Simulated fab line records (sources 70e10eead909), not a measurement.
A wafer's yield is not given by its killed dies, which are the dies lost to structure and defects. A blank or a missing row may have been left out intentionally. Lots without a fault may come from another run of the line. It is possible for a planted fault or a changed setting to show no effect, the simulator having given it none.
Struck lot and sound lot, side by side	flow nand harc	35 steps out of a route of 1302
Sound: these wafers, L103.3, L103.4, L103.6. Struck: wafer L105.6 (left out: L105.3, L105.5 of the same lot, which were not struck); the cause appears at the end.
Per side, at each step with rows, come the tool, then ch with its chambers, and then its first start. Under that, the readings that differ: sound wafers	struck wafers	difference of the means	sigmas: that difference in standard deviations of wafers without a fault.
alike: readings with means less than 2 such deviations apart, plus words and numbers identical on both sides. not compared: withheld readings, readings lacking a value on some wafer, bounds such as >300 that could conceal the same value, and numbers that have no deviation in the record and whose values overlap.
Wherever a step has rows on one side only, a row that says differs or no value, or a row with sigmas, the two part there. Numbers that have no deviation but don't overlap get no sigmas and don't part them. A reading missing from all wafers of one side parts the sides only when that side holds two or more wafers.

first, 11 steps without rows for these wafers: NHARC_THIN_TSV_ETCH_44 (etches the open film in CF4/O2, target depth 1594.2 nm, time 797.1 s); NHARC_THIN_TSV_ETCH_15 (target depth 3000 nm, bosch target overetch cycles 2, bosch etch step 2.8 s); NHARC_THIN_TSV_STRIP_45 (strips in O2); NHARC_THIN_TSV_STRIP_46 (strips in post etch residue remover, time 1200 s); NHARC_THIN_TSV_DEP_47 (deposits SiO2, target thk 200 nm); NHARC_THIN_TSV_ETCHBACK_48 (etches the open film in C4F8/Ar, target depth 1028.5 nm, time 405.17 s); NHARC_THIN_TSV_STRIP_62 (strips in N2/H2, time 20 s); NHARC_THIN_TSV_DEGAS_49 (time 120 s); NHARC_THIN_TSV_PRE_CLEAN_50 (time 30 s); NHARC_THIN_TSV_PVD_19 (deposits TaN, target thk 20 nm); NHARC_THIN_TSV_PVD_51 (deposits Cu, target thk 100 nm).
NHARC_THIN_TSV_ECD_20: material Cu, target thk 2000 nm.
  sound on ecd cu-02 ch 0,1, day 24 11:38; struck on ecd cu-01 ch 0,1, day 24 20:27
then, 22 steps without rows for these wafers: NHARC_THIN_TSV_ANNEAL_52 (time 90 s); NHARC_THIN_TSV_CMP_21 (polishes, t overpolish 30 s, target thk 2000 nm); NHARC_THIN_TSV_SRD_23; NHARC_THIN_TSV_DEGAS_53 (time 60 s); NHARC_THIN_TSV_PRE_CLEAN_54 (time 30 s); NHARC_THIN_TSV_PVD_55 (deposits TiN, target thk 50 nm); NHARC_THIN_TSV_PVD_24 (deposits Al, target thk 800 nm); NHARC_THIN_TSV_DEHYDRATE_25 (time 120 s); NHARC_THIN_TSV_HMDS_26 (time 30 s); NHARC_THIN_TSV_COAT_27; NHARC_THIN_TSV_SOFTBAKE_28 (time 95 s); NHARC_THIN_TSV_EBR_29; NHARC_THIN_TSV_EXPOSE_30 (exposes mask PAD); NHARC_THIN_TSV_PEB_31 (peb time 85 s); NHARC_THIN_TSV_DEVELOP_32 (time 70 s); NHARC_THIN_TSV_HARDBAKE_34 (time 80 s); NHARC_THIN_TSV_DESCUM_35 (chemistry O2, time 3 s); NHARC_THIN_TSV_ETCH_59 (etches the open film in Cl2/BCl3, target depth 880 nm, time 138.1 s); NHARC_THIN_TSV_ETCH_36 (etches the open film in Cl2/BCl3, target depth 65 nm, time 18.571 s); NHARC_THIN_TSV_STRIP_56 (strips in O2); NHARC_THIN_TSV_STRIP_57 (strips in post etch residue remover, time 1200 s); NHARC_THIN_TSV_ANNEAL_58 (time 1800 s).
NHARC_END_SORT_01:
  here the record holds rows for the struck wafers (prober-02 ch 0, day 25 21:22) but none for the sound ones

== WHERE THEY PART ==
Within this record, at NHARC_END_SORT_01 only.

WHY: what the simulator had put in
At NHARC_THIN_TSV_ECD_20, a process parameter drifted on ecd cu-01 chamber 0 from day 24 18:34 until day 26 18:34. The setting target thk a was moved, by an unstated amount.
